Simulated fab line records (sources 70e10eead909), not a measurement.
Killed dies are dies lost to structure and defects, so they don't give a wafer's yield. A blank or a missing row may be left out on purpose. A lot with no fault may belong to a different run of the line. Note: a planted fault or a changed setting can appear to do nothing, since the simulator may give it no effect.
fab line records :: flow nandHarc
record:
  lots: 5
  wafers: 15
  lastDay: 29
route steps=1159 shown P_STI@107 P_GATE@110 END@1159
lots that met no fault: from a run of the same line without faults
startH: the number of hours between the record's first day and the start of the first shown wafer of the lot :: waitH: time in hours since the lot's previous step :: " as in the row above :: L1.1+2: a single row standing in for several wafers :: - no value present, or no start provided :: * or withheld: withheld :: < > ~ a bound
route shown NAME@n: a module of which the file shows steps, and the number in the route of the first :: usual: the fault-free wafers' mean and standard deviation :: same: alike in all rows :: chamber/n: place in a boat :: sites: readings site by site :: _std_site: standard deviation of those values :: _edge_site: outer sites' mean less inner sites' :: radiusMm: for every site, how far away it sits from the centre of the wafer :: mask NAME#n: copy n :: behind: the last tool/chamber to shape the wafer :: hold: the reason the lot was held/the length of the hold in hours/how it ended :: device: whichever transistor did not switch (one of n, p or np) :: end of line: the tests these same wafers got at the end of their route :: where a step has no rows: the recipe by itself :: killed: at the first sort, the dies lost to defects and structure; wafer yield is something else :: map: a wafer's dies, marking killed ones x, the rest . and places with no die _
set.NAME: setting as actually run; set.NAME@STEP: the setting as run at that earlier step :: model.NAME: the simulator's own value behind a step, which no gauge read
certain route steps with their lots: each step a table, each wafer a row
services: the hour from which a tool's chamber was out of use, counted from the record's first day as startH (under 0 if before that day), plus the number of hours and why
== steps ==
step: NHARC_P_STI_SRD_39
step: NHARC_P_STI_OXIDE_40
recipe:
  targetThkA: 100
  tempC: 900
  oxTimeS: 1362
  material: SiO2
step: NHARC_P_STI_INSPECT_25
usual:
  rawDefectCount: 192/67
lot.wafer: L661.3
tool: defectInspect-01
chamber: -
startH: 103.10
waitH: 0.4
rawDefectCount: 171

lot.wafer: L661.4
tool: defectInspect-01
chamber: -
startH: 103.10
waitH: 0.4
rawDefectCount: 149

lot.wafer: L661.5
tool: defectInspect-01
chamber: -
startH: 103.10
waitH: 0.4
rawDefectCount: 241

lot.wafer: L663.2
tool: defectInspect-02
chamber: -
startH: 106.91
waitH: 0.4
rawDefectCount: 254

lot.wafer: L663.4
tool: defectInspect-02
chamber: -
startH: 106.91
waitH: 0.4
rawDefectCount: 159

lot.wafer: L663.5
tool: defectInspect-02
chamber: -
startH: 106.91
waitH: 0.4
rawDefectCount: 140

lot.wafer: L672.3
tool: defectInspect-01
chamber: -
startH: 142.55
waitH: 0.4
rawDefectCount: 177

lot.wafer: L672.4
tool: defectInspect-01
chamber: -
startH: 142.55
waitH: 0.4
rawDefectCount: 344

lot.wafer: L672.5
tool: defectInspect-01
chamber: -
startH: 142.55
waitH: 0.4
rawDefectCount: 241

lot.wafer: L679.2
tool: defectInspect-01
chamber: -
startH: 185.76
waitH: 0.4
rawDefectCount: 107

lot.wafer: L679.4
tool: defectInspect-01
chamber: -
startH: 185.76
waitH: 0.4
rawDefectCount: 97

lot.wafer: L679.5
tool: defectInspect-01
chamber: -
startH: 185.76
waitH: 0.4
rawDefectCount: 143

lot.wafer: L681.2
tool: defectInspect-02
chamber: -
startH: 196.80
waitH: 0.4
rawDefectCount: 185

lot.wafer: L681.3
tool: defectInspect-02
chamber: -
startH: 196.80
waitH: 0.4
rawDefectCount: 193

lot.wafer: L681.6
tool: defectInspect-02
chamber: -
startH: 196.80
waitH: 0.4
rawDefectCount: 310
step: NHARC_P_GATE_ETCH_69
recipe:
  targetDepthA: 140
  chemistry: dHF
  material: SiO2
step: NHARC_P_GATE_PRECLEAN_70
recipe:
  timeS: *
  tempC: 50
  bathAgeMin: 0
  chemistry: SC1
step: NHARC_P_GATE_SRD_01
step: NHARC_P_GATE_OXIDE_02
recipe:
  targetThkA: 375
  tempC: 950
  pH2oTorr: 720
  oxTimeS: 365
  material: SiO2
step: NHARC_P_GATE_DEHYDRATE_03
recipe:
  tempC: 150
  timeS: 120
step: NHARC_P_GATE_HMDS_04
recipe:
  timeS: 30
step: NHARC_P_GATE_COAT_05
recipe:
  spinRpm: 4690
step: NHARC_P_GATE_SOFTBAKE_06
recipe:
  tempC: 122
  timeS: 95
step: NHARC_P_GATE_EBR_07
step: NHARC_P_GATE_EXPOSE_08
recipe:
  na: 0.6
  doseMj: 16.75
  maskId: P_HV
lot.wafer: L661.3+4+5
tool: krfScanner-02
chamber: 0
startH: 111.23
waitH: -
mask: P_HV#0

lot.wafer: L663.2+4+5
tool: krfScanner-02
chamber: 0
startH: 114.84
waitH: -
mask: P_HVPW#0

lot.wafer: L672.3+4+5
tool: krfScanner-04
chamber: 0
startH: 150.70
waitH: -
mask: P_HV#0

lot.wafer: L679.2+4+5
tool: krfScanner-04
chamber: 0
startH: 193.74
waitH: -
mask: P_HV#0

lot.wafer: L681.2+3+6
tool: krfScanner-01
chamber: 0
startH: 204.64
waitH: -
mask: P_HV#0
step: NHARC_P_GATE_PEB_09
recipe:
  pebTempC: 118
  pebTimeS: 85
step: NHARC_P_GATE_DEVELOP_10
recipe:
  timeS: 70
step: NHARC_P_GATE_CD_MEAS_11
recipe:
  targetCdNm: 1640
  landingEnergyEv: 500
usual:
  cdNm: 1640.2/1.6
lot.wafer: L661.3
tool: cdSem-01
chamber: 0
startH: 111.38
waitH: -
cdNm: 1637.4

lot.wafer: L661.4
tool: cdSem-01
chamber: 0
startH: 111.38
waitH: -
cdNm: 1637.8

lot.wafer: L661.5
tool: cdSem-01
chamber: 0
startH: 111.38
waitH: -
cdNm: 1637.1

lot.wafer: L663.2
tool: cdSem-01
chamber: 0
startH: 114.99
waitH: -
cdNm: -

lot.wafer: L663.4
tool: cdSem-01
chamber: 0
startH: 114.99
waitH: -
cdNm: -

lot.wafer: L663.5
tool: cdSem-01
chamber: 0
startH: 114.99
waitH: -
cdNm: -

lot.wafer: L672.3
tool: cdSem-01
chamber: 0
startH: 150.85
waitH: -
cdNm: 1638.1

lot.wafer: L672.4
tool: cdSem-01
chamber: 0
startH: 150.85
waitH: -
cdNm: 1640.9

lot.wafer: L672.5
tool: cdSem-01
chamber: 0
startH: 150.85
waitH: -
cdNm: 1639.9

lot.wafer: L679.2
tool: cdSem-03
chamber: 0
startH: 193.90
waitH: -
cdNm: 1640.8

lot.wafer: L679.4
tool: cdSem-03
chamber: 0
startH: 193.90
waitH: -
cdNm: 1641.6

lot.wafer: L679.5
tool: cdSem-03
chamber: 0
startH: 193.90
waitH: -
cdNm: 1642.5

lot.wafer: L681.2
tool: cdSem-03
chamber: 0
startH: 204.80
waitH: -
cdNm: 1639.5

lot.wafer: L681.3
tool: cdSem-03
chamber: 0
startH: 204.80
waitH: -
cdNm: 1641.2

lot.wafer: L681.6
tool: cdSem-03
chamber: 0
startH: 204.80
waitH: -
cdNm: 1643.5
step: NHARC_P_GATE_HARDBAKE_12
recipe:
  tempC: 125
  timeS: 80
step: NHARC_END_SORT_01
recipe:
  tempC: 25
usual:
  killedAtArray: 29/11
  killedAtOther: 0.5/0.85
  killedAtPeriphery: 3.0/2.3
  killedDies: 33/12
  killedOpen: 3.3/1.9
  killedShort: 2.0/1.5
same:
  grossDies: 677
lot.wafer: L663.2
tool: prober-02
chamber: 0
startH: 577.07
waitH: 2.8
killedAtArray: 27
killedAtOther: 2
killedAtPeriphery: 648
killedDies: 677
killedOpen: 4
killedShort: 3

lot.wafer: L663.4
tool: prober-02
chamber: 0
startH: 578.69
waitH: 3.4
killedAtArray: 14
killedAtOther: 0
killedAtPeriphery: 663
killedDies: 677
killedOpen: 3
killedShort: 1

lot.wafer: L663.5
tool: prober-02
chamber: 0
startH: 579.50
waitH: 3.7
killedAtArray: 21
killedAtOther: 0
killedAtPeriphery: 656
killedDies: 677
killedOpen: 5
killedShort: 2
killed by level:class
L663.2 P_GATE:areaExpose=647 A_CHANNEL_HOLE_D1:chamberFilmFlake=7 A_BLC:chamberFilmFlake=7 A_CONTACT:chamberFilmFlake=6 A_CONTACT:geometricParticle:open=2 A_WL_FILL:chamberFilmFlake=2 P_CONTACT:geometricParticle:short=1 A_CHANNEL_HOLE_D1:geometricParticle:open=1
L663.4 P_GATE:areaExpose=661 A_CHANNEL_HOLE_D1:chamberFilmFlake=7 A_BLC:chamberFilmFlake=3 P_CONTACT:geometricParticle:open=2 A_CHANNEL_FILL_D1:geometricParticle:short=1 A_CONTACT:geometricParticle:open=1 A_WL_FILL:chamberFilmFlake=1 A_CONTACT:chamberFilmFlake=1
L663.5 P_GATE:areaExpose=652 A_BLC:chamberFilmFlake=8 A_CONTACT:chamberFilmFlake=5 P_M0:geometricParticle:open=2 A_CHANNEL_HOLE_D1:chamberFilmFlake=2 A_WL_FILL:chamberFilmFlake=2 P_GATE:geometricParticle:open=1 P_CONTACT:geometricParticle:short=1
map L663.2 (x killed, . not)
____________x____________
_________xxxxxxx_________
_______xxxxxxxxxxx_______
______xxxxxxxxxxxxx______
_____xxxxxxxxxxxxxxx_____
____xxxxxxxxxxxxxxxxx____
____xxxxxxxxxxxxxxxxx____
___xxxxxxxxxxxxxxxxxxx___
___xxxxxxxxxxxxxxxxxxx___
__xxxxxxxxxxxxxxxxxxxxx__
__xxxxxxxxxxxxxxxxxxxxx__
_xxxxxxxxxxxxxxxxxxxxxxx_
_xxxxxxxxxxxxxxxxxxxxxxx_
_xxxxxxxxxxxxxxxxxxxxxxx_
_xxxxxxxxxxxxxxxxxxxxxxx_
_xxxxxxxxxxxxxxxxxxxxxxx_
xxxxxxxxxxxxxxxxxxxxxxxxx
xxxxxxxxxxxxxxxxxxxxxxxxx
xxxxxxxxxxxxxxxxxxxxxxxxx
xxxxxxxxxxxxxxxxxxxxxxxxx
xxxxxxxxxxxxxxxxxxxxxxxxx
_xxxxxxxxxxxxxxxxxxxxxxx_
_xxxxxxxxxxxxxxxxxxxxxxx_
_xxxxxxxxxxxxxxxxxxxxxxx_
_xxxxxxxxxxxxxxxxxxxxxxx_
_xxxxxxxxxxxxxxxxxxxxxxx_
__xxxxxxxxxxxxxxxxxxxxx__
__xxxxxxxxxxxxxxxxxxxxx__
___xxxxxxxxxxxxxxxxxxx___
___xxxxxxxxxxxxxxxxxxx___
____xxxxxxxxxxxxxxxxx____
____xxxxxxxxxxxxxxxxx____
_____xxxxxxxxxxxxxxx_____
______xxxxxxxxxxxxx______
_______xxxxxxxxxxx_______
_________xxxxxxx_________
____________x____________
map L661.3 (x killed, . not)
____________.____________
_________......._________
_______....x......_______
______.............______
_____..............._____
____........x........____
____...x..........x..____
___x..................___
___...................___
__..x..................__
__.....................__
_......................._
_...................x..._
_....x.................._
_......................._
_......................._
.........................
.........................
.x.......................
.........................
.........................
_......................._
_......................._
_......................._
_......................._
_..............x........_
__.....................__
__.....................__
___...................___
___...................___
____.................____
____.......x.........____
_____..x............_____
______.........x...______
_______..........._______
_________x......_________
____________.____________
== services ==
tool: krfScanner-01
chamber: -
startH: 110.63
hours: 0.5
kind: repair

tool: krfScanner-04
chamber: -
startH: 126.00
hours: 4.0
kind: pm

tool: krfScanner-02
chamber: -
startH: 131.74
hours: 0.8
kind: repair
== key ==
firstSign:
  step: NHARC_P_GATE_EXPOSE_08
  reading: mask
  direction: changed
effect:
  step: NHARC_P_GATE_CD_MEAS_11
  reading: cdNm
  direction: missing
effect:
  step: NHARC_END_SORT_01
  reading: killedAtPeriphery
  direction: up
  sigmas: 99+
  usual: 3.0
  struck: 655.7
moreKillsBornAt:
  NHARC_P_GATE_EXPOSE_08@krfScanner-02: 1960
metAt NHARC_P_GATE_EXPOSE_08
struckWafers L663.2,L663.4,L663.5
laterRowsLeftOut L663.2,L663.4,L663.5
testerLeftOut L663
onsetBetween 111.23 114.84
fault:
  kind: wrongMask
  tool: any
  chamber: -
  onsetH: 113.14
  steps: NHARC_P_GATE_EXPOSE_08
  auxCopy: P_HVPW#0
  scope: struckLotsOnly
testerLeftOut: of these lots the tester's yield and bins aren't shown, on N5 and GAA mostly nor the transistor test; their killed dies are dies lost to structure and defects alone, not to doping, threshold or leakage, so they don't give the yield
laterRowsLeftOut: the simulator's readings of these wafers behind a module that went badly wrong aren't trusted and aren't shown, but for the sort
